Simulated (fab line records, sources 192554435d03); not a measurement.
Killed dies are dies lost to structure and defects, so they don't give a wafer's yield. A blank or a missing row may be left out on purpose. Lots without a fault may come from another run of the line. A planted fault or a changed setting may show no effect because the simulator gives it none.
Chamber matching | flow n5_finfet | N5_FIN_SAQP_HM_OPEN_73 on rie_diel-03: 4 sister chambers
The step chemistry CHF3/O2, target SiO2, stops on a-Si, target depth 12 nm, time 16.8 s. 14 wafers are shown with their chamber, then 7 later ones without.

WAFERS WITH THEIR CHAMBER
wafer  | chamber | showerhead_plenum_p_Torr (Torr) | rf_vpp_V (V) | oes_product_au (a.u.)
L078.1 | 3       | 2.38                            | 540          | 0.40
L078.3 | 0       | 2.30                            | 502          | 0.42
L078.5 | 3       | 2.38                            | 538          | 0.41
L079.2 | 0       | 2.30                            | 499          | 0.41
L079.5 | 1       | 2.37                            | 538          | 0.57
L079.6 | 2       | 2.39                            | 530          | 0.55
L082.1 | 2       | 2.39                            | 529          | 0.54
L082.3 | 1       | 2.37                            | 539          | 0.55
L082.4 | 2       | 2.39                            | 530          | 0.53
L083.1 | 0       | 2.29                            | 500          | 0.41
L083.4 | 2       | 2.39                            | 530          | 0.54
L083.6 | 0       | 2.29                            | 502          | 0.42
L087.2 | 3       | 2.38                            | 539          | 0.58
L087.4 | 1       | 2.37                            | 536          | 0.54

SIGNATURES (means of the wafers above)
reading                  | chamber 0 | chamber 1 | chamber 2 | chamber 3 | scatter within a chamber
showerhead_plenum_p_Torr | 2.2950    | 2.3700    | 2.3900    | 2.3800    | 0.00316
rf_vpp_V                 | 500.75    | 537.67    | 529.75    | 539.00    | 1.19
oes_product_au           | 0.4150    | 0.5533    | 0.5400    | 0.4633    | 0.0461
Rule: a wafer's distance from a chamber is the root of the sum, over the readings, of the square of ((its reading less the chamber's mean) divided by the reading's scatter). The wafer belongs to the nearest chamber; if the next one is less than 2 further off, it can't be placed. The scatter: the root of (the sum of the squares of (reading less its chamber's mean) over the shown wafers, divided by (wafers less chambers)).

WAFERS WITHOUT THEIR CHAMBER
wafer  | showerhead_plenum_p_Torr (Torr) | rf_vpp_V (V) | oes_product_au (a.u.)
L087.6 | 2.38                            | 530          | 0.52
L089.1 | 2.29                            | 502          | 0.41
L089.3 | 2.37                            | 541          | 0.56
L089.6 | 2.37                            | 540          | 0.57
L090.1 | 2.37                            | 538          | 0.55
L090.2 | 2.36                            | 537          | 0.51
L090.4 | 2.29                            | 501          | 0.41

WHICH CHAMBER EACH WENT THROUGH
wafer  | from the rows above     | in truth
L087.6 | 2                       | 2
L089.1 | 0                       | 0
L089.3 | can't be placed: 1 or 3 | 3
L089.6 | 1                       | 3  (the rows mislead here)
L090.1 | 1                       | 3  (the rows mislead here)
L090.2 | 1                       | 1
L090.4 | 0                       | 0
Placed correctly: 4 of 7. Can't be placed from these rows: 1 (the true chamber is among the candidates in 1). Placed wrongly: 2.
